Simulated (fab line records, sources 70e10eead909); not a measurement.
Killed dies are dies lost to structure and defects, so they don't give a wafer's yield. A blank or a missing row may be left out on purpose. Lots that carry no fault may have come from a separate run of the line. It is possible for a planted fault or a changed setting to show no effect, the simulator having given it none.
Matching of chambers / flow nand-harc / NHARC_THIN_TSV_CMP_21 on cmp-03 has 4 sister chambers
The step polishes, t overpolish 30 s, target thk 2000 nm. 4 wafers are shown with their chamber, then 7 later ones without.

== WAFERS, EACH WITH ITS CHAMBER ==
wafer=L461.2; chamber=3; motor-current-A (A)=12.3
wafer=L461.6; chamber=1; motor-current-A (A)=14.6
wafer=L465.1; chamber=0; motor-current-A (A)=12.2
wafer=L465.2; chamber=2; motor-current-A (A)=13.4

== WAFERS WITHOUT THEIR CHAMBER ==
wafer=L465.6; motor-current-A (A)=15.0
wafer=L471.1; motor-current-A (A)=11.7
wafer=L471.4; motor-current-A (A)=15.0
wafer=L471.6; motor-current-A (A)=12.6
wafer=L473.4; motor-current-A (A)=11.8
wafer=L473.5; motor-current-A (A)=14.8
wafer=L473.6; motor-current-A (A)=12.0

== WHICH CHAMBER EACH WENT THROUGH ==
wafer=L465.6; from the rows above=1; in truth=1
wafer=L471.1; from the rows above=can't be placed: 0 or 3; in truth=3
wafer=L471.4; from the rows above=1; in truth=1
wafer=L471.6; from the rows above=can't be placed: 3 or 0 or 2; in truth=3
wafer=L473.4; from the rows above=can't be placed: 0 or 3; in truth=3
wafer=L473.5; from the rows above=1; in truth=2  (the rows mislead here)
wafer=L473.6; from the rows above=can't be placed: 0 or 3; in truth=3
2 of 7 placed correctly. Can't be placed from these rows: 4 (the true chamber is among the candidates in 4). Wrongly placed: 1.
How it was worked out, from the rows above alone: a wafer's distance from a chamber is the root of the sum, over the readings, of the square of ((its reading less the chamber's mean) divided by the reading's scatter). If the next closest chamber is less than 2 further off than the closest, the wafer can't be placed; otherwise it belongs to the closest. A chamber's mean is the mean of its shown wafers. The scatter (one wafer shown for each chamber): square how far every hidden wafer sits from the nearest shown wafer, average those squares and take the square root.
